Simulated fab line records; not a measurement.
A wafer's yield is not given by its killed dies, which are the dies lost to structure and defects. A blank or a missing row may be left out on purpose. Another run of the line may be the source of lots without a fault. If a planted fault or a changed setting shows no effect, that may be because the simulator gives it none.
fab line records	flow n5_finfet
record: lots: 7	wafers: 21
route steps=1938 shown BEOL_M0_SAQP@648 BEOL_M0@715 BEOL_M1@800 BEOL_M2@841
start_h: the number of hours between the record's first day and the start of the first shown wafer of the lot	wait_h: how many hours have passed since the lot's step before this one	" as in the row above	L1.1+2: a row that stands for several wafers	- no value, or no start was given	* or withheld: withheld	< > ~ a bound
route shown NAME@n: names a module that has steps shown in the file, with the first one's number in the route	usual: mean and standard deviation over wafers with no fault	same: alike in all rows	chamber/n: place in a boat	sites: readings site by site	_std_site: their standard deviation	_edge_site: outer sites' mean less inner sites'	radius_mm: how far each site lies from the wafer's centre	mask NAME#n: copy n	behind: the tool/chamber that last shaped the wafer	hold: reason for holding the lot/hours on hold/outcome of the hold	device: which transistor (n, p or np) failed to switch	end of line: the route-end tests of the same wafers	for a step that has no rows: nothing shown but its recipe	killed: dies that structure and defects cost at the first sort, which is not the same as the wafer's yield	map: per-die view of a wafer (x killed, . not killed, _ where there is no die)
set.NAME: the setting as run; set.NAME@STEP: as run at that earlier step	model.NAME: the simulator's own value behind a step, which no gauge read
lots run with intentionally changed settings; tables by step, rows by wafer
== steps ==
step: N5_BEOL_M0_SAQP_DEVELOP_13
recipe: develop_time_s: 30	developer: TMAH	resist: CAR-ArF	dev_temp_c: 23	rinse_liquid: diw	dry: air_spin
lot.wafer	tool	chamber	start_h	wait_h	set.develop_time_s
L074.3+5	litho_track-05	0	-	-	30
L074.6	"	0	"	"	23.72
L075.2+4	litho_track-01	0	-	-	28.13
L075.6	"	0	"	"	30
L077.2+3	litho_track-04	0	-	-	30
L077.4	"	0	"	"	24.6
L079.1+2	litho_track-04	0	-	-	30
L079.6	"	0	"	"	24.73
L085.2+5+6	litho_track-01	0	-	-	30
L089.1+6	litho_track-05	0	-	-	24.71
L089.3	"	0	"	"	30
L097.1+4	litho_track-01	0	-	-	30
L097.2	"	0	"	"	32.97
step: N5_BEOL_M0_SAQP_ETCH_101
recipe: chemistry: CH3F/O2	target: SiNx	mask_material: SiO2	target_depth_a: 299	time_s: 42.7	pressure_mtorr: 30	source_w: 395	bias_w: 73	Ar_flow_sccm: 150	CH3F_flow_sccm: 30	O2_flow_sccm: 20	ion_energy_ev: 120
step: N5_BEOL_M0_SAQP_ETCH_102
recipe: chemistry: CF4	target: SiO2	target_depth_a: 40	ion_energy_ev: 350	time_s: 4.4	pressure_mtorr: 10	icp_w: 800	bias_w: 400	cf4_flow_sccm: 80
step: N5_BEOL_M0_SAQP_MANDREL_ETCH_103
recipe: chemistry: HBr/Cl2	target: a-Si	target_depth_a: 450	bt_time_s: 10	stop_on: SiCN	mask_material: SiO2	over_etch_frac: 0.8	time_s: 27	pressure_mtorr: 10	icp_w: 800	bias_w: 75	HBr_flow_sccm: 150	Cl2_flow_sccm: 80	ends: end_point
usual: oes_product_au: 0.677/0.0085
lot.wafer	tool	chamber	start_h	wait_h	set.time_s@BEOL_M0_SAQP_PECVD_96	oes_product_au	model.etch.depth_nm
L074.3	rie_si-06	1	114.85	0.0	40.93	0.635	40.16
L074.5	"	2	"	"	40.93	0.643	40.9
L074.6	"	1	"	"	45.2	0.678	45.06
L075.2	rie_si-02	3	115.31	0.0	45.2	0.665	44.37
L075.4	"	0	"	"	49.3	0.714	49.86
L075.6	"	1	"	"	45.2	0.668	44.95
L077.2	rie_si-02	0	133.88	0.0	45.2	0.687	45.07
L077.3	"	2	"	"	45.2	0.679	44.67
L077.4	"	1	"	"	41.29	0.627	41.2
L079.1	rie_si-02	0	143.13	0.0	45.2	0.676	44.7
L079.2	"	3	"	"	45.2	0.671	44.69
L079.6	"	3	"	"	42.82	0.652	42.75
L085.2	rie_si-04	2	179.92	0.0	45.2	0.679	44.18
L085.5	"	2	"	"	45.2	0.690	44.93
L085.6	"	1	"	"	45.2	0.677	45.49
L089.1	rie_si-04	3	203.55	0.0	38.75	0.624	38.38
L089.3	"	2	"	"	45.2	0.696	45.85
L089.6	"	2	"	"	45.2	0.692	45.95
L097.1	rie_si-06	3	253.43	0.0	45.2	0.660	44.24
L097.2	"	1	"	"	45.2	0.678	45.34
L097.4	"	0	"	"	45.2	0.671	45.27
step: N5_BEOL_M0_SAQP_RECESS_104
recipe: chemistry: HF/NH3	target: SiO2	target_depth_a: 180	afs_cycles: 3	temp_c: 30	sublimation_temp_c: 180	sublimation_time_s: 60
step: N5_BEOL_M0_SAQP_COAT_105
recipe: resist: SOC	temp_c: 250	time_s: 60	spin_rpm: 1500	resist_thk_nm: 100
step: N5_BEOL_M0_SAQP_STRIP_108
recipe: chemistry: N2/H2	power_w: 500	temp_c: 40	pressure_mtorr: 50	rf_frequency_hz: 6e+07	overash_fraction: 0.3	bias_power_w: 28	h2_frac: 0.5	n2_flow_sccm: 300	h2_flow_sccm: 300
step: N5_BEOL_M0_SAQP_RECESS_109
recipe: chemistry: HF/NH3	target: SiO2	target_depth_a: 30	afs_cycles: 1	temp_c: 30	sublimation_temp_c: 180	sublimation_time_s: 60
step: N5_BEOL_M0_SAQP_SPACER2_ALD_26
recipe: material: SiO2	target_thk_a: 150	temp_c: 300	ald_precursor_family: BDEAS	ald_co_reactant: O2-plasma	pulse_time_s: 1	purge_time_s: 2	co_reactant_purge_time_s: 2	pressure_torr: 2
lot.wafer	tool	chamber	start_h	wait_h	set.time_s@BEOL_M0_SAQP_PECVD_96	model.a-Si_of_BEOL_M0_SAQP_PECVD_96.thk_nm
L074.3	ald_sin-03	2	115.69	0.1	40.93	39.4
L074.5	"	0	"	"	40.93	40.2
L074.6	"	1	"	"	45.2	44.4
L075.2	ald_sin-04	2	116.14	0.1	45.2	43.6
L075.4	"	3	"	"	49.3	49.2
L075.6	"	1	"	"	45.2	44.2
L077.2	ald_sin-02	0	134.74	0.1	45.2	44.4
L077.3	"	1	"	"	45.2	44
L077.4	"	2	"	"	41.29	40.4
L079.1+2	ald_sin-03	3,2	143.96	0.1	45.2	44
L079.6	"	2	"	"	42.82	42
L085.2	ald_sin-03	1	180.76	0.1	45.2	43.4
L085.5	"	1	"	"	45.2	44.2
L085.6	"	2	"	"	45.2	44.8
L089.1	ald_sin-02	3	204.42	0.1	38.75	37.6
L089.3	"	1	"	"	45.2	45
L089.6	"	3	"	"	45.2	45.2
L097.1	ald_sin-04	3	254.39	0.1	45.2	43.4
L097.2+4	"	2,1	"	"	45.2	44.6
step: N5_BEOL_M0_SAQP_SPACER2_ETCHBACK_27
recipe: chemistry: CHF3/O2	mode: anisotropic_etchback	target: SiO2	target_depth_a: 225	time_s: 11.25	pressure_mtorr: 30	source_w: 650	bias_w: 170	Ar_flow_sccm: 200	CHF3_flow_sccm: 50	O2_flow_sccm: 5	ion_energy_ev: 200
lot.wafer	tool	chamber	start_h	wait_h	set.time_s@BEOL_M0_SAQP_PECVD_96	model.a-Si_of_BEOL_M0_SAQP_PECVD_96.thk_nm
L074.3	rie_diel-06	2	116.24	0.3	40.93	38
L074.5	"	1	"	"	40.93	38.8
L074.6	"	0	"	"	45.2	42.8
L075.2	rie_diel-05	3	116.69	0.3	45.2	42.2
L075.4	"	0	"	"	49.3	47.6
L075.6	"	2	"	"	45.2	42.8
L077.2	rie_diel-05	3	135.47	0.5	45.2	43
L077.3	"	0	"	"	45.2	42.4
L077.4	"	2	"	"	41.29	39
L079.1+2	rie_diel-06	0,1	144.54	0.3	45.2	42.4
L079.6	"	3	"	"	42.82	40.6
L085.2	rie_diel-01	2	181.34	0.3	45.2	42
L085.5	"	3	"	"	45.2	42.8
L085.6	"	2	"	"	45.2	43.4
L089.1	rie_diel-06	0	204.97	0.3	38.75	36.2
L089.3+6	"	2,1	"	"	45.2	43.8
L097.1	rie_diel-01	3	254.94	0.3	45.2	42
L097.2+4	"	2,1	"	"	45.2	43.2
step: N5_BEOL_M0_ETCH_138
recipe: chemistry: CH3F/O2	target_depth_a: 120	target: SiCN	time_s: 31.6	ion_energy_ev: 120	pressure_mtorr: 30	source_w: 395	bias_w: 75	Ar_flow_sccm: 150	CH3F_flow_sccm: 30	O2_flow_sccm: 20	ends: cleared
usual: rf_vpp_V: 298.1/1.4
lot.wafer	tool	chamber	start_h	wait_h	set.source_w	rf_vpp_V
L074.3	rie_diel-04	1	118.47	0.0	426	292.0
L074.5	"	1	"	"	395	298.1
L074.6	"	2	"	"	426	290.7
L075.2	rie_diel-04	0	118.91	0.0	395	296.5
L075.4	"	3	"	"	395	300.6
L075.6	"	3	"	"	395	299.8
L077.2	rie_diel-04	3	138.43	0.0	395	297.8
L077.3	"	2	"	"	350.1	308.3
L077.4	"	1	"	"	350.1	311.1
L079.1	rie_diel-04	0	146.89	0.0	395	297.6
L079.2	"	3	"	"	395	300.5
L079.6	"	0	"	"	395	296.0
L085.2	rie_diel-03	3	183.59	0.0	395	297.5
L085.5	"	3	"	"	395	296.4
L085.6	"	0	"	"	395	299.8
L089.1	rie_diel-04	3	207.32	0.0	395	299.1
L089.3	"	2	"	"	395	296.9
L089.6	"	3	"	"	395	299.4
L097.1	rie_diel-04	0	257.93	0.0	395	297.4
L097.2	"	3	"	"	417.4	294.3
L097.4	"	1	"	"	395	297.9
step: N5_BEOL_M0_ETCH_109
recipe: chemistry: CH3F/O2	target_depth_a: 80	overetch_a: 24	target: SiCN	time_s: 27.4	ion_energy_ev: 120	pressure_mtorr: 30	source_w: 395	bias_w: 75	Ar_flow_sccm: 150	CH3F_flow_sccm: 30	O2_flow_sccm: 20
usual: rf_vpp_V: 298.0/1.4
lot.wafer	tool	chamber	start_h	wait_h	set.bias_w	rf_vpp_V
L074.3	rie_diel-04	1	121.25	0.2	62.11	264.6
L074.5	"	1	"	"	75	298.2
L074.6	"	0	"	"	75	297.4
L075.2	rie_diel-04	2	121.39	0.0	66.25	276.2
L075.4	"	0	"	"	75	296.0
L075.6	"	2	"	"	75	298.3
L077.2	rie_diel-02	3	139.44	0.0	75	297.5
L077.3	"	2	"	"	82.8	314.3
L077.4	"	1	"	"	75	298.2
L079.1	rie_diel-04	2	148.44	0.0	71.48	290.2
L079.2	"	1	"	"	75	299.9
L079.6	"	1	"	"	75	297.6
L085.2	rie_diel-02	2	185.95	0.2	75	297.1
L085.5	"	1	"	"	75	297.9
L085.6	"	2	"	"	75	296.0
L089.1	rie_diel-02	2	210.66	0.3	75	297.1
L089.3	"	1	"	"	75	297.3
L089.6	"	0	"	"	75	300.2
L097.1	rie_diel-02	2	260.21	0.0	68.65	279.9
L097.2	"	3	"	"	75	296.2
L097.4	"	1	"	"	68.65	281.9
step: N5_BEOL_M1_TRENCH_ETCH_37
recipe: chemistry: C4F6/O2	target_depth_a: 552.07	target: SiOC	time_s: 29	ion_energy_ev: 250	pressure_mtorr: 30	source_w: 355	bias_w: 185	Ar_flow_sccm: 300	C4F6_flow_sccm: 10	O2_flow_sccm: 10
usual: rf_vpp_V: 664/7.9
lot.wafer	tool	chamber	start_h	wait_h	set.bias_w	rf_vpp_V	model.BEOL_M1.feature_depth_nm	model.etch.depth_nm
L074.3	rie_diel-01	3	-	-	203.4	716	57	56.99
L074.5	"	2	"	"	185	671	54.8	54.84
L074.6	"	3	"	"	185	664	55.2	55.28
L075.2	rie_diel-06	0	-	-	185	655	56.4	56.48
L075.4	"	2	"	"	198.2	711	56	55.96
L075.6	"	0	"	"	185	652	56.6	56.52
L077.2	rie_diel-06	0	-	-	160.4	584	52.4	52.39
L077.3	"	1	"	"	160.4	588	52.8	52.8
L077.4	"	3	"	"	185	674	55.2	55.23
L079.1	rie_diel-05	1	-	-	185	666	54.8	54.7
L079.2	"	3	"	"	206.1	715	56.4	56.31
L079.6	"	0	"	"	206.1	739	57.8	57.7
L085.2	rie_diel-05	0	-	-	185	678	54.8	54.73
L085.5	"	3	"	"	185	657	54.8	54.84
L085.6	"	2	"	"	185	652	54.2	54.15
L089.1	rie_diel-06	3	-	-	185	673	55	55.06
L089.3	"	0	"	"	200.2	696	57	57.02
L089.6	"	3	"	"	200.2	717	57.2	57.26
L097.1	rie_diel-05	2	-	-	158.6	589	52.6	52.57
L097.2	"	3	"	"	185	657	54.8	54.85
L097.4	"	0	"	"	185	679	55	55.08
step: N5_BEOL_M1_ETCH_41
recipe: chemistry: CH3F/O2	target: SiCN	target_depth_a: 319	taper_deg: 2	time_s: 57.8	ion_energy_ev: 120	mask_material: TiN	pressure_mtorr: 30	source_w: 395	bias_w: 75	Ar_flow_sccm: 150	CH3F_flow_sccm: 30	O2_flow_sccm: 20
step: N5_BEOL_M1_STRIP_97
recipe: chemistry: N2/H2	time_s: 10	power_w: 450	temp_c: 40	pressure_mtorr: 20	rf_frequency_hz: 6e+07	bias_power_w: 7	n2_flow_sccm: 200	h2_flow_sccm: 200
step: N5_BEOL_M1_OCD_MEAS_38
usual: trench_depth_nm: 54.9/0.68
lot.wafer	tool	chamber	start_h	wait_h	set.bias_w@BEOL_M1_TRENCH_ETCH_37	trench_depth_nm
L074.3	ocd-01	-	127.71	-	203.4	57.3
L074.5	"	-	"	"	185	54.8
L074.6	"	-	"	"	185	55.4
L075.2	ocd-02	-	127.82	-	185	56.2
L075.4	"	-	"	"	198.2	56.0
L075.6	"	-	"	"	185	56.5
L077.2	ocd-02	-	147.91	-	160.4	52.1
L077.3	"	-	"	"	160.4	52.9
L077.4	"	-	"	"	185	55.4
L079.1	ocd-01	-	158.04	-	185	54.5
L079.2	"	-	"	"	206.1	55.9
L079.6	"	-	"	"	206.1	57.8
L085.2	ocd-01	-	194.19	-	185	54.9
L085.5	"	-	"	"	185	54.5
L085.6	"	-	"	"	185	54.1
L089.1	ocd-01	-	218.14	-	185	54.7
L089.3	"	-	"	"	200.2	57.1
L089.6	"	-	"	"	200.2	57.6
L097.1	ocd-02	-	266.93	-	158.6	53.0
L097.2	"	-	"	"	185	55.0
L097.4	"	-	"	"	185	55.2
step: N5_BEOL_M2_ILD_DEP_00
recipe: material: SiOC	target_thk_a: 790	temp_c: 350	precursor: DEMS/O2	pressure_torr: 5	rf_w: 500	time_s: 15.3
lot.wafer	tool	chamber	start_h	wait_h	set.time_s	model.SiOC_of_BEOL_M2_ILD_DEP_00.thk_nm
L074.3	pecvd-02	2	132.09	0.0	17.53	92.4
L074.5	"	1	"	"	17.53	92.6
L074.6	"	0	"	"	15.3	80.8
L075.2	pecvd-02	2	133.30	0.0	15.3	78.6
L075.4	"	1	"	"	16.21	84.2
L075.6	"	2	"	"	16.21	84
L077.2	pecvd-03	2	152.07	0.0	15.3	78
L077.3	"	1	"	"	15.3	78.2
L077.4	"	1	"	"	15.3	78.8
L079.1	pecvd-04	2	163.74	0.0	14.68	76.2
L079.2	"	0	"	"	14.68	75.8
L079.6	"	0	"	"	15.3	79.6
L085.2	pecvd-04	2	198.09	0.0	15.3	78.6
L085.5	"	0	"	"	15.3	79
L085.6	"	1	"	"	15.3	79.2
L089.1	pecvd-02	2	222.46	0.0	15.3	78.4
L089.3	"	0	"	"	15.3	77.8
L089.6	"	0	"	"	15.3	79.8
L097.1+2	pecvd-03	0,2	270.68	0.0	17.2	88.2
L097.4	"	0	"	"	17.2	88.8
step: N5_BEOL_M2_THK_MEAS_01
recipe: reads: SiOC_of_BEOL_M2_ILD_DEP_00
usual: M2_ILD_THK: 78.7/1
lot.wafer	tool	chamber	start_h	wait_h	set.time_s@BEOL_M2_ILD_DEP_00	M2_ILD_THK[nm]
L074.3	film_metro-01	-	132.16	0.1	17.53	92.3
L074.5	"	-	"	"	17.53	92.6
L074.6	"	-	"	"	15.3	80.9
L075.2	film_metro-01	-	133.37	0.1	15.3	78.6
L075.4	"	-	"	"	16.21	84.1
L075.6	"	-	"	"	16.21	84.0
L077.2	film_metro-01	-	152.14	0.1	15.3	78.0
L077.3	"	-	"	"	15.3	78.1
L077.4	"	-	"	"	15.3	78.8
L079.1	film_metro-02	-	163.81	0.0	14.68	76.1
L079.2	"	-	"	"	14.68	75.8
L079.6	"	-	"	"	15.3	79.6
L085.2	film_metro-01	-	198.16	0.1	15.3	78.6
L085.5	"	-	"	"	15.3	79.1
L085.6	"	-	"	"	15.3	79.3
L089.1	film_metro-02	-	222.53	0.0	15.3	78.4
L089.3	"	-	"	"	15.3	77.9
L089.6	"	-	"	"	15.3	79.7
L097.1	film_metro-01	-	270.75	0.0	17.2	88.3
L097.2	"	-	"	"	17.2	88.2
L097.4	"	-	"	"	17.2	88.8
== key ==
split: step: N5_BEOL_M0_SAQP_DEVELOP_13	setting: develop_time_s	stated: 30	by: wafer
response none clear
split: step: N5_BEOL_M0_ETCH_138	setting: source_w	stated: 395	by: wafer
response: step: N5_BEOL_M0_ETCH_138	reading: rf_vpp_V	change: -0.924	per: 1%	r: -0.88
split: step: N5_BEOL_M0_ETCH_109	setting: bias_w	stated: 75	by: wafer
response: step: N5_BEOL_M0_ETCH_109	reading: rf_vpp_V	change: +1.83	per: 1%	r: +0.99
split: step: N5_BEOL_M1_TRENCH_ETCH_37	setting: bias_w	stated: 185	by: wafer
response: step: N5_BEOL_M1_TRENCH_ETCH_37	reading: rf_vpp_V	change: +5.73	per: 1%	r: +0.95
response: step: N5_BEOL_M1_TRENCH_ETCH_37	reading: model.BEOL_M1.feature_depth_nm	change: +0.175	per: 1%	r: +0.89
response: step: N5_BEOL_M1_TRENCH_ETCH_37	reading: model.etch.depth_nm	change: +0.176	per: 1%	r: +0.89
response: step: N5_BEOL_M1_OCD_MEAS_38	reading: trench_depth_nm	change: +0.189	per: 1%	r: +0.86
split: step: N5_BEOL_M2_ILD_DEP_00	setting: time_s	stated: 15.3	by: wafer
response: step: N5_BEOL_M2_ILD_DEP_00	reading: model.SiOC_of_BEOL_M2_ILD_DEP_00.thk_nm	change: +0.824	per: 1%	r: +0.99
response: step: N5_BEOL_M2_THK_MEAS_01	reading: M2_ILD_THK	change: +0.82	per: 1%	r: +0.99
split outside_this_file step=N5_BEOL_M0_SAQP_PECVD_96 setting=time_s
split outside_this_file: this setting was split too, and the file shows its column; the key of that split is in another file
